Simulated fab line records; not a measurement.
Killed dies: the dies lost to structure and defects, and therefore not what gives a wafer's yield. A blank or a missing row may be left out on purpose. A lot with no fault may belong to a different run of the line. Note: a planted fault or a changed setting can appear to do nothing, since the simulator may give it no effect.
Which of the tools did it?	flow n5_finfet	23 lots with 69 wafers sampled at 6 steps, on a route of 1938 steps

== WHAT THE GAUGES SHOWED, per wafer ==
The record lacks any reading of a measuring or inspecting step that a usual standard deviation could be used to judge.

== WHAT TOOL EACH LOT RAN ON (gives the tool, then ch and the chambers of the sampled wafers, and finally the start) ==
lot	N5_BEOL_M4_ETCH_74	N5_BEOL_M4_DESCUM_33	N5_BEOL_M4_ANNEAL_91	N5_BEOL_M4_SPUTTER_96	N5_BEOL_M5_ETCH_62	N5_BEOL_M5_ETCH_41
L075	rie_diel-01 ch 0,2, day 7 15:50	rie_diel-04 ch 0,1, day 7 16:56	pvd_sputter-01, day 8 07:05	pvd_sputter-01, day 8 07:40	rie_diel-06 ch 0,2, day 8 12:15	rie_diel-05 ch 0,2, no start
L074	rie_diel-04 ch 0,1, day 7 19:38	rie_diel-02 ch 0,1, day 7 20:29	pvd_sputter-02, day 8 10:15	pvd_sputter-02, day 8 10:50	rie_diel-05 ch 1,3, day 8 14:55	rie_diel-03 ch 2,3, no start
L076	rie_diel-01 ch 2,3, day 7 20:49	rie_diel-02 ch 2,3, day 7 22:07	pvd_sputter-03, day 8 11:56	pvd_sputter-03, day 8 12:31	rie_diel-03 ch 0,1,2, day 8 16:16	rie_diel-06 ch 0,3, no start
L077	rie_diel-04 ch 0,1, day 8 13:48	rie_diel-02 ch 0,1,2, day 8 14:46	pvd_sputter-03, day 8 21:16	pvd_sputter-03, day 8 21:50	rie_diel-05 ch 1,2,3, day 9 03:14	rie_diel-06 ch 0,1,2, no start
L079	rie_diel-01 ch 0,1, day 9 08:57	rie_diel-04 ch 0,1,2, day 9 09:47	pvd_sputter-01, day 9 15:38	pvd_sputter-01, day 9 16:13	rie_diel-05 ch 0,1,3, day 9 21:59	rie_diel-06 ch 0,2,3, no start
L078	rie_diel-01 ch 0,2,3, day 9 10:02	rie_diel-02 ch 0,1,2, day 9 11:01	pvd_sputter-01, day 9 20:17	pvd_sputter-01, day 9 20:52	rie_diel-06 ch 1,3, day 10 00:56	rie_diel-03 ch 0,2, no start
L080	rie_diel-02 ch 0,2,3, day 9 10:42	rie_diel-01 ch 0,1,3, day 9 11:35	pvd_sputter-02, day 9 20:37	pvd_sputter-02, day 9 21:11	rie_diel-03 ch 0,1, day 10 01:23	rie_diel-03 ch 0,1, no start
L082	rie_diel-04 ch 1,2,3, day 9 14:34	rie_diel-01 ch 1,2,3, day 9 15:30	pvd_sputter-03, day 9 20:39	pvd_sputter-03, day 9 21:14	rie_diel-05 ch 0,1, day 10 01:41	rie_diel-06 ch 0,1, no start
L081	rie_diel-01 ch 1,2, day 9 16:09	rie_diel-02 ch 0,1,3, day 9 17:09	pvd_sputter-02, day 9 22:33	pvd_sputter-02, day 9 23:08	rie_diel-05 ch 0,1, day 10 06:13	rie_diel-06 ch 0,1, no start
L083	rie_diel-01 ch 0,2, day 9 18:50	rie_diel-01 ch 0,1, day 9 19:48	pvd_sputter-02, day 10 00:26	pvd_sputter-02, day 10 01:01	rie_diel-05 ch 0,1, day 10 06:48	rie_diel-03 ch 0,1,2, no start
L085	rie_diel-02 ch 1,3, day 10 05:56	rie_diel-02 ch 1,2,3, day 10 06:47	pvd_sputter-03, day 10 15:23	pvd_sputter-03, day 10 15:58	rie_diel-05 ch 1,2, day 10 20:17	rie_diel-05 ch 0,1,3, no start
L086	rie_diel-04 ch 0,1, day 10 21:03	rie_diel-02 ch 1,2, day 10 22:04	pvd_sputter-01, day 11 05:12	pvd_sputter-01, day 11 05:47	rie_diel-03 ch 0,1,3, day 11 09:44	rie_diel-05 ch 0,1,2, no start
L087	rie_diel-02 ch 0,1,3, day 11 03:00	rie_diel-01 ch 1,2,3, day 11 04:01	pvd_sputter-01, day 11 10:19	pvd_sputter-01, day 11 10:53	rie_diel-06 ch 0,1,3, day 11 16:04	rie_diel-05 ch 0,1,3, no start
L088	rie_diel-02 ch 0,1,3, day 11 04:24	rie_diel-04 ch 0,1,3, day 11 05:15	pvd_sputter-01, day 11 14:41	pvd_sputter-01, day 11 15:16	rie_diel-06 ch 0,1,3, day 11 19:36	rie_diel-06 ch 2,3, no start
L089	rie_diel-01 ch 0,2,3, day 11 12:43	rie_diel-04 ch 1,2,3, day 11 13:43	pvd_sputter-01, day 11 18:16	pvd_sputter-01, day 11 18:50	rie_diel-06 ch 1,2,3, day 12 01:18	rie_diel-05 ch 1,2,3, no start
L090	rie_diel-01 ch 1,2,3, day 11 17:32	rie_diel-04 ch 1,2,3, day 11 18:23	pvd_sputter-01, day 12 02:32	pvd_sputter-01, day 12 03:07	rie_diel-05 ch 0,2,3, day 12 08:44	rie_diel-03 ch 0,2,3, no start
L091	rie_diel-01 ch 0,1,3, day 12 01:30	rie_diel-04 ch 0,1,2, day 12 02:21	pvd_sputter-02, day 12 07:40	pvd_sputter-02, day 12 08:15	rie_diel-06 ch 0,2,3, day 12 11:55	rie_diel-05 ch 0,1,2, no start
L092	rie_diel-04 ch 0,1,3, day 12 07:34	rie_diel-02 ch 1,2,3, day 12 08:33	pvd_sputter-03, day 12 13:08	pvd_sputter-03, day 12 13:43	rie_diel-03 ch 0,1,2, day 12 18:37	rie_diel-06 ch 0,1,2, no start
L095	rie_diel-01 ch 0,2, day 12 19:26	rie_diel-01 ch 1,2,3, day 12 20:28	pvd_sputter-02, day 13 03:32	pvd_sputter-02, day 13 04:07	rie_diel-03 ch 0,1,2, day 13 08:46	rie_diel-05 ch 0,1,3, no start
L093	rie_diel-04 ch 0,2,3, day 13 02:15	rie_diel-04 ch 0,2, day 13 03:08	pvd_sputter-01, day 13 07:04	pvd_sputter-01, day 13 07:38	rie_diel-06 ch 1,2,3, day 13 12:32	rie_diel-05 ch 0,1, no start
L094	rie_diel-02 ch 0,3, day 13 06:18	rie_diel-01 ch 0,1,2, day 13 07:08	pvd_sputter-01, day 13 12:43	pvd_sputter-01, day 13 13:17	rie_diel-06 ch 1,2, day 13 18:10	rie_diel-05 ch 3, no start
L096	rie_diel-02 ch 0,2,3, day 13 08:43	rie_diel-01 ch 1,2,3, day 13 09:43	pvd_sputter-03, day 13 15:41	pvd_sputter-03, day 13 16:16	rie_diel-06 ch 0,1,3, day 13 22:19	rie_diel-06 ch 0,1,2, no start
L097	rie_diel-04 ch 1,2,3, day 13 13:37	rie_diel-04 ch 1,2, day 13 15:17	pvd_sputter-03, day 13 19:47	pvd_sputter-03, day 13 20:22	rie_diel-06 ch 0,1, day 14 02:04	rie_diel-03 ch 1,2,3, no start
- N5_BEOL_M4_ETCH_74: etches underlayer in N2/H2, target depth 6.5 nm, time 5.2 s.
- N5_BEOL_M4_DESCUM_33: chemistry O2, time 7 s.
- N5_BEOL_M4_ANNEAL_91: time 240 s.
- N5_BEOL_M4_SPUTTER_96: material Cu, target thk 4.5 nm, time 8.29 s.
- N5_BEOL_M5_ETCH_62: etches SOC in N2/H2, target depth 75 nm, overetch 15 nm, time 112.5 s.
- N5_BEOL_M5_ETCH_41: etches SiCN in CH3F/O2, target depth 31.5 nm, time 56.7 s.

== AS READ BY THE TOOLS THEMSELVES (means over the sampled wafers that have a number; for cases with no such wafer, the mark the record gives instead) ==
N5_BEOL_M4_ETCH_74.
lot	tool	drypump_motor_current_A (A)	etch_rf_on_time_s (s)	oes_product_au (a.u.)	rf_vpp_V (V)	showerhead_plenum_p_Torr (Torr)	throttle_valve_pct (%)
L075	rie_diel-01	5.2	5.20	0.70	523.1	2.50	17.7
L074	rie_diel-04	6.3	5.31	0.61	522.2	2.48	18.2
L076	rie_diel-01	5.5	5.25	0.68	522.6	2.51	17.7
L077	rie_diel-04	6.3	5.20	0.61	521.0	2.48	18.2
L079	rie_diel-01	5.4	5.32	0.69	524.0	2.57	17.6
L078	rie_diel-01	5.5	5.29	0.69	524.9	2.53	17.6
L080	rie_diel-02	5.5	5.15	0.62	526.2	2.59	18.2
L082	rie_diel-04	5.8	5.18	0.66	522.5	2.47	18.0
L081	rie_diel-01	5.4	5.24	0.68	523.8	2.54	17.7
L083	rie_diel-01	5.3	5.31	0.70	523.7	2.52	17.7
L085	rie_diel-02	6.1	5.18	0.61	523.9	2.53	18.3
L086	rie_diel-04	6.5	5.18	0.60	521.7	2.43	18.3
L087	rie_diel-02	5.7	5.20	0.66	524.6	2.56	18.1
L088	rie_diel-02	5.7	5.20	0.66	523.9	2.56	18.1
L089	rie_diel-01	5.6	5.24	0.67	522.6	2.53	17.6
L090	rie_diel-01	5.6	5.28	0.66	523.8	2.54	17.7
L091	rie_diel-01	5.7	5.29	0.68	524.4	2.57	17.6
L092	rie_diel-04	6.0	5.29	0.60	521.6	2.44	18.3
L095	rie_diel-01	5.2	5.33	0.67	523.3	2.51	17.7
L093	rie_diel-04	6.1	5.18	0.63	520.9	2.42	18.0
L094	rie_diel-02	5.2	5.14	0.65	524.7	2.55	18.3
L096	rie_diel-02	5.5	5.14	0.65	522.8	2.58	18.1
L097	rie_diel-04	5.8	5.18	0.71	520.3	2.46	17.9

N5_BEOL_M4_DESCUM_33.
lot	tool	drypump_motor_current_A (A)	oes_product_au (a.u.)	rf_vpp_V (V)	showerhead_plenum_p_Torr (Torr)	throttle_valve_pct (%)
L075	rie_diel-04	6.5	0.72	242.2	2.02	20.85
L074	rie_diel-02	6.3	0.74	242.7	2.11	20.69
L076	rie_diel-02	5.3	0.75	243.1	2.10	20.62
L077	rie_diel-02	6.0	0.73	243.1	2.14	20.63
L079	rie_diel-04	6.3	0.75	243.1	2.03	20.63
L078	rie_diel-02	6.0	0.73	243.9	2.14	20.65
L080	rie_diel-01	5.6	0.82	243.7	2.12	20.26
L082	rie_diel-01	5.6	0.80	242.7	2.09	20.28
L081	rie_diel-02	5.7	0.72	243.1	2.10	20.75
L083	rie_diel-01	5.3	0.83	243.9	2.13	20.43
L085	rie_diel-02	5.8	0.73	243.5	2.10	20.62
L086	rie_diel-02	6.1	0.73	244.9	2.13	20.55
L087	rie_diel-01	5.6	0.80	243.4	2.09	20.30
L088	rie_diel-04	6.0	0.71	242.2	2.02	20.83
L089	rie_diel-04	5.8	0.76	242.8	2.03	20.59
L090	rie_diel-04	5.8	0.75	241.3	2.03	20.60
L091	rie_diel-04	6.3	0.74	241.8	2.03	20.64
L092	rie_diel-02	5.8	0.71	243.1	2.09	20.65
L095	rie_diel-01	5.6	0.78	244.1	2.09	20.32
L093	rie_diel-04	6.6	0.73	241.2	1.99	20.63
L094	rie_diel-01	5.3	0.79	243.0	2.09	20.48
L096	rie_diel-01	5.6	0.77	243.2	2.08	20.32
L097	rie_diel-04	6.1	0.86	242.6	2.03	20.32

N5_BEOL_M4_ANNEAL_91.
lot	tool	heater_power_w (W)
L075	pvd_sputter-01	792
L074	pvd_sputter-02	806
L076	pvd_sputter-03	853
L077	pvd_sputter-03	850
L079	pvd_sputter-01	840
L078	pvd_sputter-01	834
L080	pvd_sputter-02	887
L082	pvd_sputter-03	803
L081	pvd_sputter-02	835
L083	pvd_sputter-02	876
L085	pvd_sputter-03	751
L086	pvd_sputter-01	837
L087	pvd_sputter-01	801
L088	pvd_sputter-01	798
L089	pvd_sputter-01	829
L090	pvd_sputter-01	821
L091	pvd_sputter-02	907
L092	pvd_sputter-03	807
L095	pvd_sputter-02	863
L093	pvd_sputter-01	793
L094	pvd_sputter-01	828
L096	pvd_sputter-03	822
L097	pvd_sputter-03	793

N5_BEOL_M4_SPUTTER_96.
lot	tool	throttle_valve_pct (%)
L075	pvd_sputter-01	29.3
L074	pvd_sputter-02	29.2
L076	pvd_sputter-03	30.0
L077	pvd_sputter-03	30.0
L079	pvd_sputter-01	29.6
L078	pvd_sputter-01	29.1
L080	pvd_sputter-02	28.9
L082	pvd_sputter-03	28.8
L081	pvd_sputter-02	29.1
L083	pvd_sputter-02	30.0
L085	pvd_sputter-03	28.0
L086	pvd_sputter-01	28.8
L087	pvd_sputter-01	29.2
L088	pvd_sputter-01	29.1
L089	pvd_sputter-01	29.9
L090	pvd_sputter-01	29.8
L091	pvd_sputter-02	30.3
L092	pvd_sputter-03	29.0
L095	pvd_sputter-02	30.6
L093	pvd_sputter-01	30.1
L094	pvd_sputter-01	29.1
L096	pvd_sputter-03	28.9
L097	pvd_sputter-03	29.1

N5_BEOL_M5_ETCH_62.
lot	tool	drypump_motor_current_A (A)	oes_product_au (a.u.)	rf_vpp_V (V)	showerhead_plenum_p_Torr (Torr)	throttle_valve_pct (%)
L075	rie_diel-06	5.62	0.59	525.4	2.59	18.2
L074	rie_diel-05	5.36	0.63	523.6	2.52	17.8
L076	rie_diel-03	5.49	0.59	524.9	2.57	17.7
L077	rie_diel-05	5.48	0.69	523.8	2.54	17.7
L079	rie_diel-05	5.27	0.70	523.6	2.55	17.7
L078	rie_diel-06	5.37	0.62	524.1	2.56	17.9
L080	rie_diel-03	5.72	0.59	526.0	2.56	17.5
L082	rie_diel-05	5.17	0.76	524.3	2.58	17.7
L081	rie_diel-05	5.17	0.76	525.0	2.58	17.7
L083	rie_diel-05	5.19	0.76	524.6	2.58	17.7
L085	rie_diel-05	5.62	0.71	524.0	2.56	17.5
L086	rie_diel-03	5.46	0.65	525.1	2.60	17.6
L087	rie_diel-06	5.29	0.61	526.2	2.60	17.8
L088	rie_diel-06	5.27	0.61	525.0	2.60	17.8
L089	rie_diel-06	5.55	0.62	524.0	2.56	18.0
L090	rie_diel-05	5.35	0.67	525.2	2.58	17.8
L091	rie_diel-06	5.45	0.56	524.8	2.58	18.2
L092	rie_diel-03	5.52	0.64	524.1	2.55	17.6
L095	rie_diel-03	5.49	0.63	523.7	2.55	17.7
L093	rie_diel-06	5.57	0.60	524.2	2.55	18.1
L094	rie_diel-06	5.60	0.64	522.6	2.57	17.9
L096	rie_diel-06	5.29	0.60	525.4	2.59	17.9
L097	rie_diel-06	5.34	0.64	525.0	2.61	17.7

N5_BEOL_M5_ETCH_41.
lot	tool	drypump_motor_current_A (A)	oes_product_au (a.u.)	rf_vpp_V (V)	showerhead_plenum_p_Torr (Torr)	throttle_valve_pct (%)
L075	rie_diel-05	5.26	0.77	297.9	2.05	16.48
L074	rie_diel-03	5.18	0.69	297.4	2.02	16.58
L076	rie_diel-06	5.18	0.73	297.8	2.06	16.34
L077	rie_diel-06	5.46	0.81	298.9	2.04	16.34
L079	rie_diel-06	5.42	0.72	297.6	2.02	16.48
L078	rie_diel-03	5.48	0.69	297.6	1.97	16.40
L080	rie_diel-03	5.49	0.76	299.3	2.08	16.27
L082	rie_diel-06	5.21	0.80	299.6	2.07	16.23
L081	rie_diel-06	5.19	0.80	299.3	2.07	16.23
L083	rie_diel-03	5.48	0.72	297.6	2.03	16.33
L085	rie_diel-05	5.26	0.86	296.9	1.99	16.16
L086	rie_diel-05	5.38	0.92	298.3	2.01	16.06
L087	rie_diel-05	5.26	0.85	297.7	1.99	16.16
L088	rie_diel-06	5.70	0.72	297.3	1.98	16.61
L089	rie_diel-05	5.50	0.83	297.7	1.99	16.13
L090	rie_diel-03	5.44	0.86	296.5	1.99	16.14
L091	rie_diel-05	5.40	0.90	297.7	2.01	16.07
L092	rie_diel-06	5.48	0.78	298.1	2.03	16.38
L095	rie_diel-05	5.28	0.83	297.9	1.99	16.21
L093	rie_diel-05	5.31	0.88	298.0	1.97	16.02
L094	rie_diel-05	5.31	0.70	296.1	1.98	16.44
L096	rie_diel-06	5.48	0.76	297.7	2.03	16.40
L097	rie_diel-03	5.22	0.86	298.5	2.04	16.22

== THE ANSWER, worked out from the rows above alone ==
Rule: what is usual is taken from the lots themselves. Put in order of their means at a reading, lots are off if they are a third of the lots or fewer, leave a main group of 4 or more, and stand apart from it by a gap of 3 or more times the standard deviation of the main group's means; of several such gaps the widest counts. If all means in a main group match to the digits the tables above print for the reading, that group is not used. Also off: a lot with no number at a reading for which 4 or more lots have one. Where the step has rows for the other lots, those lots are counted as sound. After the gauges, taken in route order, come the tools' own readings; for these a lot's mean is taken, as printed above. The first step at which some lot is off is used, and at that step the reading that is off furthest; a lot without a number counts as furthest.
None of the lots is off at any reading shown; this tells nothing.

== WHAT THE SIMULATOR HAD PUT IN ==
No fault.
